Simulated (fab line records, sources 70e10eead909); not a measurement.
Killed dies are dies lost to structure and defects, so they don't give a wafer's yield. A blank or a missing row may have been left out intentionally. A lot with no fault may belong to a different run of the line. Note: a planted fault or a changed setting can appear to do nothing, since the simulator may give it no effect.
Shared-tool check	flow nand-harc	33 wafers sampled across 11 lots

WHAT PROMPTED THE OPENING
At NHARC_P_ZERO_WELL_CD_MEAS_24 the reading cd-nm is flagged on 1 of 11 lots. No-fault wafers: 720.4 nm, standard deviation 1.4.
Rule: a lot gets a flag if all its wafers with a number sit over 4 standard deviations from that mean, or if no wafer of it has a number. As for the other lots, they are considered sound.

lot	measured	on	cd-nm (nm), wafer by wafer	flag
L755	day 1 14:37	cd-sem-03	720.1 720.5 721.0	
L756	day 1 20:20	cd-sem-03	720.7 718.9 721.0	
L757	day 2 02:37	cd-sem-01	721.2 721.4 721.1	
L758	day 2 08:35	cd-sem-01	721.0 719.5 722.3	
L759	day 2 14:36	cd-sem-01	680.0 682.7 681.1	FLAGGED
L767	day 4 14:28	cd-sem-02	722.3 721.4 719.5	
L769	day 5 02:24	cd-sem-01	720.3 720.3 718.7	
L770	day 5 08:35	cd-sem-03	718.7 717.4 721.4	
L772	day 5 20:45	cd-sem-03	720.4 721.8 718.6	
L775	day 6 14:35	cd-sem-02	719.0 720.6 720.2	
L776	day 6 20:36	cd-sem-01	722.7 723.5 722.7	
Average over the flagged lots: 681.3 nm; offset from the usual -39.1 nm, equal to -28 standard deviations.

TOOL THAT RAN EACH LOT
2 process steps preceding the reading are held in the record, out of 1159 steps in the route. Every cell lists first the tool, next ch and the chambers used by the sampled wafers, and last the start.
lot	flag	NHARC_P_ZERO_WELL_ETCH_63	NHARC_P_ZERO_WELL_EXPOSE_21
L755		rie-si-03 ch 1,2,3, day 1 13:41	krf-scanner-02 ch 0, day 1 14:28
L756		rie-si-03 ch 0,3, day 1 19:32	krf-scanner-02 ch 0, day 1 20:11
L757		rie-si-03 ch 0,1,2, day 2 01:40	krf-scanner-03 ch 0, day 2 02:28
L758		rie-si-03 ch 0,1,3, day 2 07:40	krf-scanner-01 ch 0, day 2 08:26
L759	FLAGGED	rie-si-06 ch 0,1,2, day 2 13:41	krf-scanner-03 ch 0, day 2 14:26
L767		rie-si-02 ch 0,3, day 4 13:32	krf-scanner-02 ch 0, day 4 14:19
L769		rie-si-06 ch 0,1, day 5 01:32	krf-scanner-02 ch 0, day 5 02:14
L770		rie-si-06 ch 0,2,3, day 5 07:38	krf-scanner-03 ch 0, day 5 08:26
L772		rie-si-02 ch 0,1,2, day 5 19:50	krf-scanner-03 ch 0, day 5 20:36
L775		rie-si-06 ch 1,2,3, day 6 13:40	krf-scanner-03 ch 0, day 6 14:26
L776		rie-si-03 ch 1,2,3, day 6 19:40	krf-scanner-02 ch 0, day 6 20:27
These steps, and what they do:
- NHARC_P_ZERO_WELL_ETCH_63: etches the open film in HBr/Cl2, target depth 120 nm, time 40.1 s.
- NHARC_P_ZERO_WELL_EXPOSE_21: exposes mask P NWELL, target cd 720 nm.
- NHARC_P_ZERO_WELL_CD_MEAS_24: target cd 720 nm.

FLAGGED AGAINST TOTAL, ONE TOOL AT A TIME (gauges that did the reading follow at the end)
step	tool	lots run	flagged	share of the flagged lots	sound lots run after its first flagged lot
NHARC_P_ZERO_WELL_ETCH_63	rie-si-02	2	0	none	-
NHARC_P_ZERO_WELL_ETCH_63	rie-si-03	5	0	none	-
NHARC_P_ZERO_WELL_ETCH_63	rie-si-06	4	1	all	3 (L769,L770,L775)
NHARC_P_ZERO_WELL_EXPOSE_21	krf-scanner-01	1	0	none	-
NHARC_P_ZERO_WELL_EXPOSE_21	krf-scanner-02	5	0	none	-
NHARC_P_ZERO_WELL_EXPOSE_21	krf-scanner-03	5	1	all	3 (L770,L772,L775)
NHARC_P_ZERO_WELL_CD_MEAS_24	cd-sem-01	5	1	all	2 (L769,L776)
NHARC_P_ZERO_WELL_CD_MEAS_24	cd-sem-02	2	0	none	-
NHARC_P_ZERO_WELL_CD_MEAS_24	cd-sem-03	4	0	none	-

WHAT IS ALLOWED BY THE TABLE
3 rows of the table ran every flagged lot: rie-si-06 at NHARC_P_ZERO_WELL_ETCH_63, krf-scanner-03 at NHARC_P_ZERO_WELL_EXPOSE_21, cd-sem-01 at NHARC_P_ZERO_WELL_CD_MEAS_24.
- rie-si-06 at NHARC_P_ZERO_WELL_ETCH_63: 1 of its 4 lots flagged. After the first flagged lot (L769, L770, L775), sound lots still ran on it; a lasting fault on the whole tool would not permit that.
- krf-scanner-03 at NHARC_P_ZERO_WELL_EXPOSE_21: 1 of its 5 lots flagged. After the first flagged lot (L770, L772, L775), sound lots still ran on it; a lasting fault on the whole tool would not permit that.
- cd-sem-01 at NHARC_P_ZERO_WELL_CD_MEAS_24: 1 of its 5 lots flagged. After the first flagged lot (L769, L776), sound lots still ran on it; a lasting fault on the whole tool would not permit that.
There is no row in the table that ran each flagged lot and no sound lot after the first.

WHAT THE SIMULATOR HAD PUT IN
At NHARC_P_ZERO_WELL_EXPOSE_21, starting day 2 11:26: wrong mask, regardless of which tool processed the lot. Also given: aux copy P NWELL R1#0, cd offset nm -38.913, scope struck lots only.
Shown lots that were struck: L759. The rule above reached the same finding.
